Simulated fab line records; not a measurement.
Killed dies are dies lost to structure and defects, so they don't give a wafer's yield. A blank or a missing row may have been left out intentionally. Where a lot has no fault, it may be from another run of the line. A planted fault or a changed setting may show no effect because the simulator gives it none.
fab line records + flow n5-finfet
record
- lots=10
- wafers=27
- last-day=18
route steps=1938 shown BEOL_M3@991 BEOL_M4@1111 PASSIVATION@1936
lots with no fault: from the same line, run without faults
start-h: hours from the record's first day to the start of the lot's first wafer shown + wait-h: hours elapsed since this lot's preceding step + " same as the row above + L1.1+2: several wafers, shown together as one row + - value missing, or start not given + * or withheld: withheld + < > ~ a bound
route shown NAME@n: names a module that has steps shown in the file, with the first one's number in the route + usual: average and standard deviation across the fault-free wafers + same: alike in all rows + chamber/n: place in a boat + sites: each site's reading + _std_site: the standard deviation of these + _edge_site: the outer-site mean with the inner-site mean subtracted + radius-mm: how far each site lies from the wafer's centre + mask NAME#n: copy n + behind: the last tool/chamber to shape the wafer + hold: cause of the lot's hold/its duration in hours/its outcome + device: the transistor (n, p or np) that didn't switch + end of line: tests of these same wafers at the route's end + for a step that has no rows: nothing shown but its recipe + killed: count of dies lost to structure and defects at first sort (not the wafer's yield) + map: dies across one wafer; x = killed, . = not, _ = none there
set.NAME: the setting the step ran with; set.NAME@STEP: the setting that earlier step ran with + model.NAME: the simulator's own value behind a step, which no gauge read
one table for each step of the route and one row for each wafer, over a sample of lots
services: when a tool's chamber went out of use (start-h, in hours from the record's first day, below 0 if earlier), for how many hours, and the reason
## steps
# step N5_BEOL_M3_ALD_84
# recipe
- material=TaN
- target-thk-a=*
- temp-c=275
- ald-precursor-family=PDMAT
- ald-co-reactant=NH3
- pressure-torr=3
- carrier-flow-sccm=1500
- pulse-time-s=2
- purge-time-s=3
- co-reactant-purge-time-s=2
- co-reactant-pulse-time-s=3
- ald-cycles=30
- precursor-vessel-temp-c=75
- precursor-vessel-pressure-torr=26.25
- precursor-vessel-carrier-sccm=1000
# usual
- heater-power-w=399/62
- precursor-vessel-temp-c=74.98/0.13
# same
- purge-time-s=3
| lot.wafer | tool         | chamber | start-h | wait-h | heater-power-w | precursor-vessel-temp-c |
|-----------|--------------|---------|---------|--------|----------------|-------------------------|
| L537.1    | ald-metal-04 | 3       | 150.98  | 0.0    | 330            | 75.06                   |
| L537.4    | "            | 2       | "       | "      | 401            | 74.86                   |
| L537.6    | "            | 1       | "       | "      | 378            | 75.01                   |
| L542.2    | ald-metal-02 | 3       | 193.62  | 0.0    | 318            | 74.93                   |
| L542.5    | "            | 1       | "       | "      | 304            | 74.89                   |
| L543.2    | ald-metal-04 | 0       | 199.80  | 0.0    | 404            | 74.99                   |
| L543.3    | "            | 3       | "       | "      | 331            | 74.85                   |
| L546.1    | ald-metal-02 | 3       | 212.24  | 0.0    | 321            | 75.20                   |
| L546.4    | "            | 1       | "       | "      | 306            | 74.92                   |
| L546.6    | "            | 2       | "       | "      | 486            | 75.17                   |
| L549.2    | ald-metal-02 | 0       | 242.31  | 0.0    | 474            | 75.05                   |
| L549.4    | "            | 2       | "       | "      | 483            | 75.01                   |
| L552.1    | ald-metal-01 | 1       | 255.89  | 0.2    | 468            | 75.08                   |
| L552.2    | "            | 0       | "       | "      | 399            | 74.97                   |
| L552.3    | "            | 3       | "       | "      | 392            | 75.04                   |
| L553.1    | ald-metal-01 | 3       | 256.41  | 0.0    | 393            | 75.22                   |
| L553.5    | "            | 1       | "       | "      | 464            | 74.92                   |
| L553.6    | "            | 2       | "       | "      | 486            | 75.05                   |
| L555.2    | ald-metal-01 | 2       | 277.95  | 0.1    | 484            | 74.83                   |
| L555.4    | "            | 3       | "       | "      | 397            | 75.01                   |
| L555.6    | "            | 2       | "       | "      | 476            | 74.78                   |
| L558.1    | ald-metal-02 | 1       | 292.62  | 0.3    | 304            | 74.86                   |
| L558.4    | "            | 3       | "       | "      | 310            | 75.05                   |
| L558.6    | "            | 1       | "       | "      | 303            | 74.87                   |
| L559.2    | ald-metal-02 | 2       | 318.21  | 0.1    | 482            | 74.72                   |
| L559.5    | "            | 3       | "       | "      | 320            | 74.89                   |
| L559.6    | "            | 1       | "       | "      | 296            | 74.83                   |
# step N5_BEOL_M3_ANNEAL_87
# recipe
- temp-c=400
- time-s=240
- ambient=vacuum
# usual
- heater-power-w=803/88
| lot.wafer | tool           | chamber | start-h | wait-h | heater-power-w |
|-----------|----------------|---------|---------|--------|----------------|
| L537.1    | pvd-sputter-01 | -       | 152.16  | 0.0    | 855            |
| L537.4    | "              | -       | "       | "      | 838            |
| L537.6    | "              | -       | "       | "      | 812            |
| L542.2    | pvd-sputter-02 | -       | 196.88  | 0.0    | 803            |
| L542.5    | "              | -       | "       | "      | 797            |
| L543.2    | pvd-sputter-03 | -       | 201.40  | 0.0    | 656            |
| L543.3    | "              | -       | "       | "      | 720            |
| L546.1    | pvd-sputter-03 | -       | 215.30  | 0.0    | 907            |
| L546.4    | "              | -       | "       | "      | 650            |
| L546.6    | "              | -       | "       | "      | 693            |
| L549.2    | pvd-sputter-02 | -       | 243.52  | 0.0    | 828            |
| L549.4    | "              | -       | "       | "      | 797            |
| L552.1    | pvd-sputter-01 | -       | 257.33  | 0.0    | 867            |
| L552.2    | "              | -       | "       | "      | 747            |
| L552.3    | "              | -       | "       | "      | 783            |
| L553.1    | pvd-sputter-02 | -       | 258.92  | 0.0    | 863            |
| L553.5    | "              | -       | "       | "      | 896            |
| L553.6    | "              | -       | "       | "      | 836            |
| L555.2    | pvd-sputter-01 | -       | 279.41  | 0.0    | 866            |
| L555.4    | "              | -       | "       | "      | 787            |
| L555.6    | "              | -       | "       | "      | 805            |
| L558.1    | pvd-sputter-03 | -       | 293.80  | 0.0    | 688            |
| L558.4    | "              | -       | "       | "      | 933            |
| L558.6    | "              | -       | "       | "      | 947            |
| L559.2    | pvd-sputter-03 | -       | 319.43  | 0.0    | 650            |
| L559.5    | "              | -       | "       | "      | 934            |
| L559.6    | "              | -       | "       | "      | 697            |
# step N5_BEOL_M3_ECD_50
# recipe
- material=Cu
- target-thk-a=3000
| lot.wafer  | tool      | chamber | start-h | wait-h |
|------------|-----------|---------|---------|--------|
| L537.1+4+6 | ecd-cu-02 | 0,1,0   | 153.30  | 0.1    |
| L542.2+5   | ecd-cu-01 | 0       | 198.02  | 0.1    |
| L543.2+3   | ecd-cu-02 | 0,1     | 202.54  | 0.1    |
| L546.1+4+6 | ecd-cu-02 | 0       | 216.44  | 0.1    |
| L549.2+4   | ecd-cu-01 | 0       | 244.66  | 0.1    |
| L552.1+2+3 | ecd-cu-02 | 1,0,0   | 258.47  | 0.1    |
| L553.1+5+6 | ecd-cu-02 | 0,1,0   | 260.06  | 0.1    |
| L555.2+4+6 | ecd-cu-02 | 1,0,0   | 280.55  | 0.1    |
| L558.1+4+6 | ecd-cu-02 | 1,1,0   | 294.94  | 0.1    |
| L559.2+5+6 | ecd-cu-02 | 0,0,1   | 320.57  | 0.1    |
# step N5_BEOL_M3_CMP_52
# recipe
- stop-on=SiOC
- t-overpolish-s=6.8
- down-force-psi=1
- platen-rpm=50
- clearing-platen-down-force-psi=1.5
- clearing-platen-rpm=50
- post-cmp-clean=cu-alkaline
- target-thk-nm=40
- clearing-platen-pad-velocity-m-s=0.99484
- pad-velocity-m-s=0.99484
# usual
- clearing-platen-rpm=49.994/0.027
- motor-current-A=6.1/0.64
- time-to-endpoint-s=64/3.1
| lot.wafer | tool   | chamber | start-h | wait-h | clearing-platen-rpm | motor-current-A | time-to-endpoint-s |
|-----------|--------|---------|---------|--------|---------------------|-----------------|--------------------|
| L537.4    | cmp-04 | 3       | 153.69  | 0.1    | 49.998              | 5.9             | 65                 |
| L537.1    | "      | 2       | "       | "      | 49.984              | 5.5             | 67                 |
| L537.6    | "      | 0       | "       | "      | 49.976              | 5.6             | 61                 |
| L542.2    | cmp-04 | 1       | 198.47  | 0.3    | 50.028              | 6.5             | 59                 |
| L542.5    | "      | 0       | "       | "      | 49.993              | 5.5             | 60                 |
| L543.2    | cmp-01 | 1       | 203.11  | 0.2    | 49.995              | 5.2             | 60                 |
| L543.3    | "      | 3       | "       | "      | 50.010              | 7.1             | 66                 |
| L546.4    | cmp-01 | 2       | 216.82  | 0.1    | 50.039              | 6.7             | 58                 |
| L546.1    | "      | 3       | "       | "      | 50.004              | 6.9             | 66                 |
| L546.6    | "      | 3       | "       | "      | 50.004              | 7.2             | 64                 |
| L549.4    | cmp-03 | 1       | 245.04  | 0.1    | 49.983              | 5.7             | 63                 |
| L549.2    | "      | 2       | "       | "      | 49.942              | 6.1             | 66                 |
| L552.3    | cmp-01 | 2       | 258.88  | 0.2    | 49.983              | 6.6             | 0                  |
| L552.2    | "      | 3       | "       | "      | 50.034              | 6.6             | 1                  |
| L552.1    | "      | 0       | "       | "      | 49.945              | 5.2             | 2                  |
| L553.1    | cmp-01 | 0       | 260.53  | 0.3    | 49.998              | 5.4             | 3                  |
| L553.6    | "      | 2       | "       | "      | 49.984              | 6.9             | 1                  |
| L553.5    | "      | 3       | "       | "      | 49.969              | 6.8             | 2                  |
| L555.4    | cmp-04 | 0       | 281.00  | 0.2    | 50.018              | 5.7             | 63                 |
| L555.2    | "      | 1       | "       | "      | 50.026              | 6.5             | 64                 |
| L555.6    | "      | 2       | "       | "      | 49.962              | 5.2             | 70                 |
| L558.4    | cmp-01 | 2       | 295.53  | 0.2    | 49.967              | 6.1             | 66                 |
| L558.1    | "      | 3       | "       | "      | 49.980              | 6.8             | 67                 |
| L558.6    | "      | 1       | "       | "      | 49.981              | 5.2             | 65                 |
| L559.2    | cmp-04 | 2       | 321.01  | 0.3    | 50.040              | 5.5             | 62                 |
| L559.5    | "      | 1       | "       | "      | 50.034              | 6.8             | 60                 |
| L559.6    | "      | 2       | "       | "      | 49.984              | 5.6             | 61                 |
# step N5_BEOL_M3_DEP_57
# recipe
- material=SiCN
- target-thk-a=80
- temp-c=withheld
- precursor=3MS/NH3
- pressure-torr=3
- rf-w=202
- time-s=14
# usual
- showerhead-plenum-p-Torr=3.672/0.019
- throttle-valve-pct=9.1/0.3
| lot.wafer | tool     | chamber | start-h | wait-h | showerhead-plenum-p-Torr | throttle-valve-pct |
|-----------|----------|---------|---------|--------|--------------------------|--------------------|
| L537.1    | pecvd-03 | 2       | 154.18  | 0.0    | 3.659                    | 8.5                |
| L537.4    | "        | 0       | "       | "      | 3.652                    | 8.8                |
| L537.6    | "        | 1       | "       | "      | 3.674                    | 9.4                |
| L542.2    | pecvd-03 | 1       | 198.88  | 0.0    | 3.652                    | 9.5                |
| L542.5    | "        | 0       | "       | "      | 3.650                    | 8.9                |
| L543.2    | pecvd-03 | 1       | 203.56  | 0.0    | 3.656                    | 9.5                |
| L543.3    | "        | 0       | "       | "      | 3.658                    | 9.1                |
| L546.1    | pecvd-02 | 2       | 217.30  | 0.0    | 3.626                    | 8.7                |
| L546.4    | "        | 0       | "       | "      | 3.685                    | 8.9                |
| L546.6    | "        | 1       | "       | "      | 3.693                    | 9.6                |
| L549.2    | pecvd-04 | 0       | 245.52  | 0.0    | 3.684                    | 9.1                |
| L549.4    | "        | 2       | "       | "      | 3.693                    | 9.1                |
| L552.1    | pecvd-03 | 2       | 259.33  | 0.0    | 3.663                    | 8.6                |
| L552.2    | "        | 1       | "       | "      | 3.668                    | 9.4                |
| L552.3    | "        | 0       | "       | "      | 3.659                    | 9.0                |
| L553.1    | pecvd-03 | 0       | 260.94  | 0.0    | 3.651                    | 9.2                |
| L553.5    | "        | 1       | "       | "      | 3.665                    | 9.3                |
| L553.6    | "        | 0       | "       | "      | 3.660                    | 9.1                |
| L555.2    | pecvd-03 | 0       | 281.41  | 0.0    | 3.655                    | 9.2                |
| L555.4    | "        | 0       | "       | "      | 3.639                    | 8.9                |
| L555.6    | "        | 1       | "       | "      | 3.666                    | 9.2                |
| L558.1    | pecvd-02 | 0       | 295.94  | 0.0    | 3.685                    | 9.3                |
| L558.4    | "        | 1       | "       | "      | 3.676                    | 9.5                |
| L558.6    | "        | 2       | "       | "      | 3.648                    | 9.1                |
| L559.2    | pecvd-03 | 1       | 321.46  | 0.0    | 3.669                    | 9.4                |
| L559.5    | "        | 0       | "       | "      | 3.654                    | 9.3                |
| L559.6    | "        | 1       | "       | "      | 3.672                    | 9.6                |
# step N5_BEOL_M4_RC_MEAS_101
# usual
- DIBL_N=37.4/2.1
- DIBL_P=37.8/2.5
- IOFF_N=0.19/0.045
- IOFF_P=0.24/0.05
- ION_N=682/16
- ION_P=467/11
- SS_N=71.9/0.67
- SS_P=73.6/0.76
- VT_N=247/3.6
- VT_P=-248/3.6
| lot.wafer | tool      | chamber | start-h | wait-h | DIBL_N[mV/V] | DIBL_P[mV/V] | IOFF_N[nA/um] | IOFF_P[nA/um] | ION_N[uA/um] | ION_P[uA/um] | SS_N[mV/dec] | SS_P[mV/dec] | VT_N[mV] | VT_P[mV] |
|-----------|-----------|---------|---------|--------|--------------|--------------|---------------|---------------|--------------|--------------|--------------|--------------|----------|----------|
| L537.1    | prober-02 | 0       | 164.85  | 0.0    | 38.1         | 39.5         | 0.21          | 0.28          | 690          | 475          | 71.5         | 73.1         | 244      | -245     |
| L537.4    | "         | 0       | "       | "      | 38.6         | 39.0         | 0.22          | 0.29          | 698          | 479          | 71.9         | 73.1         | 243      | -244     |
| L537.6    | "         | 0       | "       | "      | 36.7         | 37.9         | 0.19          | 0.28          | 696          | 477          | 71.7         | 72.5         | 241      | -243     |
| L542.2    | prober-02 | 0       | 212.62  | 0.2    | 36.2         | 37.4         | 0.16          | 0.22          | 689          | 470          | 71.4         | 73.9         | 247      | -248     |
| L542.5    | "         | 0       | "       | "      | 35.6         | 36.6         | 0.16          | 0.21          | 695          | 473          | 72.0         | 73.1         | 249      | -249     |
| L543.2    | prober-02 | 0       | 215.91  | 0.2    | 38.6         | 38.7         | 0.20          | 0.21          | 692          | 458          | 72.2         | 74.4         | 246      | -255     |
| L543.3    | "         | 0       | "       | "      | 36.3         | 36.8         | 0.16          | 0.19          | 667          | 448          | 72.1         | 73.4         | 246      | -254     |
| L546.1    | prober-01 | 0       | 231.84  | 0.0    | 37.0         | 37.4         | 0.17          | 0.23          | 688          | 469          | 71.7         | 73.8         | 249      | -246     |
| L546.4    | "         | 0       | "       | "      | 42.1         | 43.0         | 0.29          | 0.36          | 691          | 468          | 72.6         | 74.5         | 244      | -241     |
| L546.6    | "         | 0       | "       | "      | 38.8         | 39.4         | 0.19          | 0.26          | 669          | 458          | 71.3         | 73.7         | 249      | -245     |
| L549.2    | prober-02 | 0       | 254.80  | 1.0    | 34.6         | 33.4         | 0.14          | 0.15          | 664          | 440          | 71.1         | 73.0         | 254      | -256     |
| L549.4    | "         | 0       | "       | "      | 39.8         | 42.2         | 0.24          | 0.29          | 681          | 457          | 71.7         | 74.8         | 244      | -248     |
| L555.2    | prober-01 | 0       | 292.49  | 0.2    | 35.8         | 34.2         | 0.13          | 0.18          | 677          | 471          | 70.6         | 72.6         | 252      | -251     |
| L555.4    | "         | 0       | "       | "      | 36.1         | 33.9         | 0.14          | 0.19          | 681          | 471          | 70.8         | 72.5         | 251      | -250     |
| L555.6    | "         | 0       | "       | "      | 38.4         | 36.6         | 0.16          | 0.22          | 673          | 465          | 71.3         | 73.1         | 252      | -249     |
| L558.1    | prober-01 | 0       | 315.96  | 0.0    | 36.1         | 36.7         | 0.15          | 0.20          | 659          | 448          | 71.9         | 72.8         | 251      | -252     |
| L558.4    | "         | 0       | "       | "      | 35.7         | 36.4         | 0.15          | 0.21          | 656          | 452          | 71.4         | 73.3         | 248      | -249     |
| L558.6    | "         | 0       | "       | "      | 35.1         | 36.8         | 0.14          | 0.21          | 673          | 461          | 72.2         | 73.0         | 250      | -252     |
| L559.2    | prober-02 | 0       | 330.09  | 0.2    | 32.9         | 33.6         | 0.11          | 0.19          | 677          | 477          | 70.8         | 72.6         | 253      | -247     |
| L559.5    | "         | 0       | "       | "      | 37.6         | 38.6         | 0.20          | 0.29          | 699          | 483          | 72.1         | 74.1         | 245      | -245     |
| L559.6    | "         | 0       | "       | "      | 31.9         | 32.6         | 0.10          | 0.18          | 665          | 468          | 71.5         | 72.6         | 257      | -248     |
# step N5_PASSIVATION_PROBE_49
# usual
- defect-limited-yield=90.9/1.6
- killed_at_M0_to_M3=34/10
- killed_at_M4_up=13/5.4
- killed-at-contacts=13/6
- killed-at-front-end=42/13
- killed-at-other=4/3.2
- killed-dies=107/18
- killed-on-rim=14/4.2
- killed-open=69/14
- killed-short=35/7.7
- sort_bin_4_leakage=0.02/0.17
- sort_bin_5_function=5.3/1
- sort_bin_6_memory=3.3/0.75
- sort-n-pass=1073/19
- sort-yield-pct=90.9/1.6
# same
- gross-dies=1180
- killed-at-back-side=0
- sort_bin_8_speed[%]=0
| lot.wafer | tool      | chamber | start-h | wait-h | defect-limited-yield[%] | killed_at_M0_to_M3 | killed_at_M4_up | killed-at-contacts | killed-at-front-end | killed-at-other | killed-dies | killed-on-rim | killed-open | killed-short | sort_bin_4_leakage[%] | sort_bin_5_function[%] | sort_bin_6_memory[%] | sort-n-pass | sort-yield-pct[%] |
|-----------|-----------|---------|---------|--------|-------------------------|--------------------|-----------------|--------------------|---------------------|-----------------|-------------|---------------|-------------|--------------|-----------------------|------------------------|----------------------|-------------|-------------------|
| L552.1    | prober-02 | -       | 374.66  | 0.0    | 0                       | 1095               | 11              | 7                  | 57                  | 10              | 1180        | 152           | 82          | 38           | 0                     | 96.4                   | 3.6                  | 0           | 0                 |
| L552.2    | prober-02 | -       | 374.71  | 0.1    | 0                       | 1091               | 10              | 10                 | 55                  | 14              | 1180        | 152           | 90          | 47           | 0                     | 95.9                   | 3.7                  | 0           | 0                 |
| L552.3    | prober-02 | -       | 374.76  | 0.1    | 0                       | 1104               | 8               | 8                  | 50                  | 10              | 1180        | 152           | 85          | 43           | 0                     | 94.7                   | 4.9                  | 0           | 0                 |
| L553.1    | prober-01 | -       | 388.60  | 0.0    | 0                       | 1103               | 15              | 17                 | 45                  | 0               | 1180        | 152           | 70          | 39           | 0                     | 95.8                   | 3.8                  | 0           | 0                 |
| L553.5    | prober-01 | -       | 388.80  | 0.2    | 0                       | 1113               | 14              | 17                 | 27                  | 9               | 1180        | 152           | 88          | 40           | 0                     | 95.3                   | 4.4                  | 0           | 0                 |
| L553.6    | prober-01 | -       | 388.85  | 0.3    | 0                       | 1125               | 10              | 7                  | 36                  | 2               | 1180        | 152           | 72          | 42           | 0                     | 96.5                   | 3.0                  | 0           | 0                 |
# killed by level:class
L552.1 BEOL_M3:area-ecd=1052 FIN_SAQP:geometric-particle:open=15 STI_FIN_REVEAL:geometric-particle:open=12 BEOL_M3:geometric-particle:open=12 BEOL_M0_SAQP:geometric-particle:short=8 BEOL_M0_SAQP:geometric-particle:open=8 BEOL_M1:geometric-particle:open=8 FIN_CUT:area-etch=8
L552.2 BEOL_M3:area-ecd=1043 FIN_SAQP:geometric-particle:open=22 BEOL_M0_SAQP:geometric-particle:open=13 BEOL_M0_SAQP:geometric-particle:short=11 BEOL_M3:geometric-particle:open=10 STI_FIN_REVEAL:geometric-particle:open=8 MOL_CONTACT_COAG:geometric-particle:open=8 GATE_CUT:geometric-particle:short=6
L552.3 BEOL_M3:area-ecd=1052 STI_FIN_REVEAL:geometric-particle:open=18 BEOL_M0_SAQP:geometric-particle:short=17 BEOL_M0_SAQP:geometric-particle:open=11 STI_FIN_REVEAL:geometric-particle:short=9 DUMMY_GATE:geometric-particle:open=9 BEOL_M3:geometric-particle:open=9 MOL_CONTACT_COAG:geometric-particle:open=7
L553.1 BEOL_M3:area-ecd=1069 MOL_CONTACT_COAG:geometric-particle:open=14 BEOL_M0_SAQP:geometric-particle:short=12 FIN_SAQP:geometric-particle:open=11 BEOL_M4:geometric-particle:open=9 FIN_SAQP:geometric-particle:short=8 DUMMY_GATE:geometric-particle:open=5 STARTING-WAFER:geometric-particle:short=5
L553.5 BEOL_M3:area-ecd=1051 BEOL_M0_SAQP:geometric-particle:open=22 BEOL_M0_SAQP:geometric-particle:short=20 MOL_CONTACT_COAG:geometric-particle:open=14 BEOL_M4:geometric-particle:open=11 BEOL_M1:geometric-particle:open=9 STI_FIN_REVEAL:geometric-particle:open=6 BEOL_M2:geometric-particle:open=5
L553.6 BEOL_M3:area-ecd=1065 BEOL_M0_SAQP:geometric-particle:open=23 BEOL_M0_SAQP:geometric-particle:short=14 FIN_SAQP:geometric-particle:open=8 GATE_CUT:geometric-particle:short=7 MOL_CONTACT_COAG:geometric-particle:open=7 BEOL_M3:geometric-particle:open=7 BEOL_M1:geometric-particle:open=6
## services
| tool           | chamber | start-h | hours | kind   |
|----------------|---------|---------|-------|--------|
| pecvd-02       | -       | 140.79  | 14.6  | pm     |
| cmp-04         | -       | 146.17  | 0.8   | repair |
| cmp-01         | -       | 147.64  | 1.0   | repair |
| ecd-cu-01      | -       | 162.35  | 0.4   | repair |
| ecd-cu-01      | -       | 164.86  | 1.7   | repair |
| pecvd-02       | 2       | 166.02  | 23.7  | repair |
| cmp-01         | -       | 195.35  | 3.5   | repair |
| cmp-04         | -       | 199.06  | 17.2  | pm     |
| ald-metal-01   | -       | 201.96  | 1.6   | repair |
| ald-metal-02   | -       | 218.63  | 1.0   | repair |
| cmp-04         | -       | 224.79  | 1.5   | repair |
| cmp-01         | -       | 228.23  | 0.9   | repair |
| cmp-01         | -       | 230.09  | 1.5   | repair |
| ald-metal-04   | -       | 238.72  | 18.2  | repair |
| pecvd-02       | -       | 239.60  | 1.0   | repair |
| cmp-01         | -       | 259.16  | 1.2   | repair |
| cmp-04         | -       | 263.30  | 0.7   | repair |
| cmp-01         | -       | 281.15  | 0.8   | repair |
| cmp-04         | -       | 285.55  | 4.0   | pm     |
| ald-metal-04   | -       | 286.28  | 8.7   | pm     |
| ald-metal-01   | 3       | 304.24  | 30.4  | repair |
| pvd-sputter-02 | -       | 305.99  | 6.3   | repair |
| ald-metal-01   | -       | 307.80  | 0.6   | repair |
| ald-metal-02   | 0       | 310.04  | 68.7  | repair |
## key
first-sign
- step=N5_BEOL_M3_CMP_52
- reading=time-to-endpoint-s
- direction=down
- sigmas=20
- usual=*
- struck=*
effect
- step=N5_PASSIVATION_PROBE_49
- reading=killed_at_M0_to_M3
- direction=up
- sigmas=99+
- usual=34
- struck=1105
more-kills-born-at
- N5_BEOL_M3_ECD_50@ecd-cu-02=6332
met-at N5_BEOL_M3_ECD_50
struck-lots L552,L553
later-rows-left-out L552.1,L552.2,L552.3,L553.1,L553.5,L553.6
not-acting-at N5_BEOL_M3_ALD_84,N5_BEOL_M3_ANNEAL_87,N5_BEOL_M3_DEP_57
onset-between 216.44 258.47
fault
- kind=skipped-step-whole
- tool=ecd-cu-02
- chamber=-
- onset-h=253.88
- steps=N5_BEOL_M3_ECD_50
- scope=struck-lots-only
# later-rows-left-out: the simulator's readings of these wafers behind a module that went badly wrong aren't trusted and aren't shown, but for the sort
